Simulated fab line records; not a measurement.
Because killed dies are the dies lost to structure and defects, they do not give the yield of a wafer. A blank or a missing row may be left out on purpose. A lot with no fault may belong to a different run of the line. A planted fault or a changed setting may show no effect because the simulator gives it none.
Which tool did it?	flow nandHarc	Sampling: 7 lots, 21 wafers, 4 of 1302 route steps

## WHAT THE GAUGES SHOWED, per wafer
NHARC_END_SORT_01.
lot	measured	on	killedAtArray
L229	day 32 06:49	prober-02	141 156 157
L232	day 33 09:56	prober-01	117 117 116

## EACH LOT AND THE TOOL THAT RAN IT (in order: tool; ch and the chambers of the sampled wafers; start)
lot	NHARC_A_CONTACT_ETCH_138	NHARC_A_M1_ANNEAL_31	NHARC_THIN_TSV_CMP_01
L214	harCapEtch-01 ch 0,1, day 23 06:29	rtpAnneal-02 ch 0, day 23 21:25	cmp-04 ch 0,2,3, day 24 15:00
L219	harCapEtch-03 ch 0,1, day 24 23:11	rtpAnneal-02 ch 0, day 25 13:40	cmp-02 ch 0,1,3, day 26 05:35
L225	harCapEtch-02 ch 0,1, day 27 07:46	rtpAnneal-01 ch 0, day 27 21:34	cmp-01 ch 0,2,3, day 28 15:01
L226	harCapEtch-01 ch 0, day 28 06:26	rtpAnneal-02 ch 0, day 28 20:31	cmp-01 ch 1,2,3, day 29 15:42
L229	harCapEtch-01 ch 1, day 30 03:32	rtpAnneal-02 ch 0, day 30 17:26	cmp-02 ch 1,2,3, day 31 11:46
L232	harCapEtch-01 ch 1, day 30 18:48	rtpAnneal-02 ch 0, day 31 11:14	cmp-04 ch 2,3, day 32 10:35
L235	harCapEtch-03 ch 0,1, day 31 05:38	rtpAnneal-01 ch 0, day 31 20:16	cmp-02 ch 0,1,2, day 32 14:11
- NHARC_A_CONTACT_ETCH_138: etches the open film in C4F8/O2/Ar, time 311 s, target depth 1914 nm.
- NHARC_A_M1_ANNEAL_31: time 90 s.
- NHARC_THIN_TSV_CMP_01: polishes.

## THE ANSWER, worked out from the rows above alone
Rule: what is usual is taken from the lots themselves. The widest of any qualifying gaps counts: lots, ordered by their means at a reading, are off when they make up no more than a third of the lots, leave a main group of 4 or more, and stand apart from it by 3 or more times the standard deviation of that group's means. Not used: any main group whose means are identical at the precision the tables above print for the reading. A lot without any number at a reading at which 4 lots or more have one is off too. All remaining lots with rows at the step are treated as sound.
Nothing can be told from this: no lot is off at any reading shown.

## WHAT WAS PUT IN BY THE SIMULATOR
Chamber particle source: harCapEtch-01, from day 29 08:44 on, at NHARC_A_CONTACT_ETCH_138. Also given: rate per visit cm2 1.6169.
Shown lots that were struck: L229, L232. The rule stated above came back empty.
